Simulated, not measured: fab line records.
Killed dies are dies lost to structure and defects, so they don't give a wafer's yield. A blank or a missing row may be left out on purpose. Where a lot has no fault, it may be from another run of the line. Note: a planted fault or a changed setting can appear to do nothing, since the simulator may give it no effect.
Which tool is to blame? | flow n5-finfet | 8 lots with 24 wafers sampled at 6 steps, on a route of 1938 steps

## WHAT THE GAUGES READ, wafer by wafer
N5_SD_EPI_P_OVL_MEAS_10. Usual: SD_P_BLK_OVL -0.1 nm, standard deviation 0.65.
lot  | measured    | on         | SD_P_BLK_OVL (nm) | flag
L280 | day 3 22:12 | overlay-01 | 0.4 0.1 0.3       |
L281 | day 4 05:07 | overlay-01 | -1.0 -1.3 -1.6    |
L284 | day 4 23:02 | overlay-01 | 0.2 -0.7 -0.9     |
L290 | day 6 13:19 | overlay-01 | -0.9 -0.6 -0.4    |
L291 | day 6 18:43 | overlay-01 | -0.5 -0.4 -0.3    |
L292 | day 7 00:39 | overlay-02 | -0.6 0.1 0.7      |
L296 | day 7 23:58 | overlay-01 | -0.3 0.4 -0.7     |
L298 | day 8 11:31 | overlay-01 | 0.2 0.8 0.3       |

N5_BEOL_M4_RC_MEAS_101. Usual: DIBL_N 36.5 mV/V, standard deviation 2; DIBL_P 36.5 mV/V, standard deviation 2.3; IOFF_N 0.16 nA/um, standard deviation 0.036; IOFF_P 0.21 nA/um, standard deviation 0.037; ION_N 672 uA/um, standard deviation 12; ION_P 459 uA/um, standard deviation 7.1; SS_N 71.6 mV/dec, standard deviation 0.73; SS_P 73.4 mV/dec, standard deviation 0.76; VT_N 250 mV, standard deviation 3.3; VT_P -250.5 mV, standard deviation 2.9.
lot  | measured     | on        | DIBL_N (mV/V)  | DIBL_P (mV/V)  | IOFF_N (nA/um) | IOFF_P (nA/um) | ION_N (uA/um) | ION_P (uA/um) | SS_N (mV/dec)  | SS_P (mV/dec)  | VT_N (mV)   | VT_P (mV)            | flag
L280 | day 8 21:33  | prober-02 | 36.7 34.8 35.7 | 36.7 35.0 36.1 | 0.18 0.14 0.16 | 0.21 0.19 0.20 | 680 679 670   | 458 463 464   | 71.9 71.4 71.3 | 73.9 73.4 73.5 | 246 251 249 | -251.4 -252.9 -251.7 |
L290 | day 11 19:24 | prober-01 | 36.3 37.4 37.3 | 36.2 36.3 38.8 | 0.16 0.19 0.20 | 0.20 0.21 0.25 | 663 652 669   | 448 446 463   | 71.8 73.3 72.6 | 73.1 73.4 73.4 | 250 250 247 | -252.3 -249.7 -246.2 |
L291 | day 11 17:46 | prober-02 | 38.6 36.4 38.8 | 38.0 35.2 38.0 | 0.19 0.14 0.18 | 0.24 0.18 0.23 | 666 649 664   | 449 452 457   | 72.4 72.4 72.6 | 73.0 72.6 73.2 | 248 254 253 | -249.1 -252.1 -249.6 |
L292 | day 11 23:17 | prober-01 | 35.6 36.9 33.8 | 38.7 39.1 34.8 | 0.16 0.17 0.12 | 0.20 0.21 0.15 | 675 672 659   | 459 456 451   | 71.5 71.8 71.3 | 74.3 74.2 72.7 | 250 250 255 | -251.6 -252.3 -258.8 |
L296 | day 13 08:45 | prober-02 | 36.0 32.4 38.2 | 36.4 33.5 40.1 | 0.16 0.12 0.22 | 0.20 0.16 0.26 | 654 668 693   | 452 463 474   | 72.2 70.2 72.2 | 73.7 72.5 73.2 | 251 250 244 | -253.1 -252.6 -248.4 |
L298 | day 13 09:34 | prober-01 | 39.5 36.8 34.2 | 41.0 37.8 34.2 | 0.23 0.18 0.12 | 0.29 0.24 0.17 | 697 688 664   | 475 464 459   | 71.6 71.4 71.0 | 74.7 73.5 72.8 | 243 246 254 | -246.4 -246.8 -250.7 |

## WHAT TOOL EACH LOT RAN ON (gives the tool, then ch and the chambers of the sampled wafers, and finally the start)
lot  | N5_SD_EPI_N_ETCHBACK_44           | N5_SD_EPI_N_ETCH_45               | N5_SD_EPI_P_ETCH_37               | N5_SD_EPI_P_ETCHBACK_46
L280 | rie-diel-01 ch 1,2,3, day 3 18:15 | rie-diel-01 ch 1,2,3, day 3 18:21 | rie-diel-03 ch 0,2, day 3 22:30   | rie-diel-03 ch 0,2, day 3 22:59
L281 | rie-diel-06 ch 1,2,3, day 4 01:07 | rie-diel-06 ch 1,2,3, day 4 01:13 | rie-diel-03 ch 1,2, day 4 05:16   | rie-diel-03 ch 1,2, day 4 05:35
L284 | rie-diel-05 ch 1,2, day 4 19:05   | rie-diel-05 ch 1,2, day 4 19:11   | rie-diel-03 ch 0,1,2, day 4 23:16 | rie-diel-03 ch 0,1,2, day 4 23:35
L290 | rie-diel-06 ch 0,1, day 6 09:20   | rie-diel-06 ch 0,1, day 6 09:26   | rie-diel-02 ch 0,2, day 6 14:30   | rie-diel-02 ch 0,2, day 6 14:50
L291 | rie-diel-05 ch 0,2, day 6 13:50   | rie-diel-05 ch 0,2, day 6 13:56   | rie-diel-02 ch 2,3, day 6 18:59   | rie-diel-02 ch 2,3, day 6 19:19
L292 | rie-diel-01 ch 0,2,3, day 6 20:08 | rie-diel-01 ch 0,2,3, day 6 20:14 | rie-diel-02 ch 0,1,3, day 7 00:48 | rie-diel-02 ch 0,1,3, day 7 01:08
L296 | rie-diel-01 ch 1,2,3, day 7 20:08 | rie-diel-01 ch 1,2,3, day 7 20:14 | rie-diel-03 ch 0,2,3, day 8 00:07 | rie-diel-03 ch 0,2,3, day 8 00:26
L298 | rie-diel-01 ch 1,2, day 8 07:28   | rie-diel-01 ch 1,2, day 8 07:34   | rie-diel-02 ch 0,1,2, day 8 11:39 | rie-diel-02 ch 0,1,2, day 8 11:59
- N5_SD_EPI_N_ETCHBACK_44: etches SiNx in CH3F/O2, stops on SiO2, target depth 14.5 nm.
- N5_SD_EPI_N_ETCH_45: etches SiOCN in CH3F/O2, target depth 6 nm.
- N5_SD_EPI_P_ETCH_37: etches SOC in N2/H2, overetch 108 nm, time 486 s.
- N5_SD_EPI_P_ETCHBACK_46: etches SiNx in CH3F/O2, stops on SiO2, target depth 17.5 nm.

## AS READ BY THE TOOLS THEMSELVES (means over the sampled wafers that have a number; for cases with no such wafer, the mark the record gives instead)
N5_SD_EPI_N_ETCHBACK_44. Usual: O2_flow_sccm 20.00 sccm, standard deviation 0.058; drypump-motor-current-A 5.9 A, standard deviation 0.59; oes-product-au 0.65 a.u., standard deviation 0.058; rf-vpp-V 295 V, standard deviation 4.6; showerhead-plenum-p-Torr 1.98 Torr, standard deviation 0.056; throttle-valve-pct 16.33 %, standard deviation 0.16.
lot  | tool        | O2_flow_sccm (sccm) | drypump-motor-current-A (A) | oes-product-au (a.u.) | rf-vpp-V (V) | showerhead-plenum-p-Torr (Torr) | throttle-valve-pct (%) | flag
L280 | rie-diel-01 | 20.00               | 5.9                         | 0.65                  | 297          | 2.01                            | 16.33                  |
L281 | rie-diel-06 | 20.04               | 5.3                         | 0.69                  | 296          | 1.98                            | 16.15                  |
L284 | rie-diel-05 | 20.00               | 5.7                         | 0.71                  | 296          | 2.00                            | 16.33                  |
L290 | rie-diel-06 | 20.00               | 6.0                         | 0.60                  | 293          | 2.00                            | 16.41                  |
L291 | rie-diel-05 | 20.06               | 5.4                         | 0.62                  | 301          | 2.04                            | 16.36                  |
L292 | rie-diel-01 | 20.04               | 6.3                         | 0.61                  | 295          | 1.98                            | 16.29                  |
L296 | rie-diel-01 | 19.98               | 6.0                         | 0.63                  | 297          | 2.00                            | 16.40                  |
L298 | rie-diel-01 | 20.04               | 6.2                         | 0.65                  | 299          | 1.99                            | 16.35                  |

N5_SD_EPI_N_ETCH_45. Usual: O2_flow_sccm 20.00 sccm, standard deviation 0.053; drypump-motor-current-A 5.9 A, standard deviation 0.59; oes-product-au 0.76 a.u., standard deviation 0.075; rf-fwd-power-W 408.2 W, standard deviation 1.4; rf-vpp-V 127.3 V, standard deviation 0.97; showerhead-plenum-p-Torr 1.97 Torr, standard deviation 0.056; throttle-valve-pct 23.25 %, standard deviation 0.18.
lot  | tool        | O2_flow_sccm (sccm) | drypump-motor-current-A (A) | oes-product-au (a.u.) | rf-fwd-power-W (W) | rf-vpp-V (V) | showerhead-plenum-p-Torr (Torr) | throttle-valve-pct (%) | flag
L280 | rie-diel-01 | 19.99               | 5.9                         | 0.75                  | 408.1              | 127.7        | 2.01                            | 23.22                  |
L281 | rie-diel-06 | 19.93               | 5.3                         | 0.79                  | 408.1              | 127.7        | 1.97                            | 23.09                  |
L284 | rie-diel-05 | 20.01               | 5.7                         | 0.83                  | 408.5              | 127.1        | 2.00                            | 23.36                  |
L290 | rie-diel-06 | 19.98               | 6.0                         | 0.69                  | 408.1              | 127.5        | 2.00                            | 23.29                  |
L291 | rie-diel-05 | 20.03               | 5.4                         | 0.72                  | 408.4              | 127.8        | 2.03                            | 23.26                  |
L292 | rie-diel-01 | 20.04               | 6.3                         | 0.71                  | 407.5              | 127.3        | 1.97                            | 23.12                  |
L296 | rie-diel-01 | 19.96               | 5.9                         | 0.73                  | 409.3              | 127.0        | 2.00                            | 23.26                  |
L298 | rie-diel-01 | 20.00               | 6.2                         | 0.75                  | 406.9              | 128.2        | 1.98                            | 23.24                  |

N5_SD_EPI_P_ETCH_37. Usual: drypump-motor-current-A 5.9 A (standard deviation 0.64); h2-flow-sccm 200.0 sccm (standard deviation 0.57); oes-product-au 0.68 a.u. (standard deviation 0.062); rf-fwd-power-W 2996 W (standard deviation 9.5); rf-vpp-V 240.9 V (standard deviation 1.2); showerhead-plenum-p-Torr 2.56 Torr (standard deviation 0.077); throttle-valve-pct 23.9 % (standard deviation 0.42).
lot  | tool        | drypump-motor-current-A (A) | h2-flow-sccm (sccm) | oes-product-au (a.u.) | rf-fwd-power-W (W) | rf-vpp-V (V) | showerhead-plenum-p-Torr (Torr) | throttle-valve-pct (%) | flag
L280 | rie-diel-03 | 5.4                         | 199.9               | 0.67                  | 2989               | 239.6        | 2.51                            | 24.0                   |
L281 | rie-diel-03 | 6.1                         | 200.0               | 0.65                  | 2281               | 265.5        | 2.59                            | 23.6                   | OFF
L284 | rie-diel-03 | 5.7                         | 199.9               | 0.64                  | 2280               | 264.8        | 2.55                            | 23.8                   | OFF
L290 | rie-diel-02 | 5.4                         | 200.0               | 0.63                  | 2987               | 241.8        | 2.63                            | 24.3                   |
L291 | rie-diel-02 | 6.0                         | 200.3               | 0.73                  | 2998               | 240.3        | 2.51                            | 23.5                   |
L292 | rie-diel-02 | 6.3                         | 199.2               | 0.69                  | 2990               | 242.0        | 2.58                            | 23.9                   |
L296 | rie-diel-03 | 5.5                         | 199.6               | 0.66                  | 2998               | 240.2        | 2.52                            | 24.0                   |
L298 | rie-diel-02 | 5.7                         | 200.1               | 0.70                  | 2996               | 241.9        | 2.62                            | 24.1                   |

N5_SD_EPI_P_ETCHBACK_46. Usual: O2_flow_sccm 20.00 sccm, standard deviation 0.06; drypump-motor-current-A 5.9 A, standard deviation 0.64; oes-product-au 0.65 a.u., standard deviation 0.059; rf-vpp-V 298 V, standard deviation 5.5; showerhead-plenum-p-Torr 2.02 Torr, standard deviation 0.054; throttle-valve-pct 16.4 %, standard deviation 0.35.
lot  | tool        | O2_flow_sccm (sccm) | drypump-motor-current-A (A) | oes-product-au (a.u.) | rf-vpp-V (V) | showerhead-plenum-p-Torr (Torr) | throttle-valve-pct (%) | flag
L280 | rie-diel-03 | 19.99               | 5.4                         | 0.64                  | 300          | 1.99                            | 16.6                   |
L281 | rie-diel-03 | 20.03               | 6.1                         | 0.40                  | 302          | 2.04                            | 16.2                   | OFF
L284 | rie-diel-03 | 19.99               | 5.7                         | 0.39                  | 300          | 2.02                            | 16.4                   | OFF
L290 | rie-diel-02 | 20.02               | 5.3                         | 0.60                  | 290          | 2.07                            | 16.8                   |
L291 | rie-diel-02 | 20.00               | 6.0                         | 0.70                  | 300          | 2.00                            | 16.2                   |
L292 | rie-diel-02 | 20.00               | 6.3                         | 0.65                  | 297          | 2.03                            | 16.4                   |
L296 | rie-diel-03 | 20.01               | 5.5                         | 0.63                  | 299          | 2.00                            | 16.5                   |
L298 | rie-diel-02 | 20.01               | 5.6                         | 0.67                  | 295          | 2.06                            | 16.5                   |

## THE ANSWER, worked out from the rows above alone
Rule: take the mean of a lot's wafers that have a number; if it is more than 3 standard deviations from the usual mean, the lot is off. A lot without any number at a reading at which 4 lots or more have one is off too. Any other lot the step has rows for is counted as sound. First the gauges in route order, then the tools' own readings, where a lot's mean is used as printed above. At the first step where some lot is off, the reading lying furthest off is the one used; lots without a number count as furthest.
Off: L281, L284 (N5_SD_EPI_P_ETCH_37, rf-fwd-power-W).
If a tool, at that step or one of the process steps before it, ran each lot that is off and ran no sound lot following the first of them, it fits. None of those tried fits.

## WHAT HAD BEEN PUT IN BY THE SIMULATOR
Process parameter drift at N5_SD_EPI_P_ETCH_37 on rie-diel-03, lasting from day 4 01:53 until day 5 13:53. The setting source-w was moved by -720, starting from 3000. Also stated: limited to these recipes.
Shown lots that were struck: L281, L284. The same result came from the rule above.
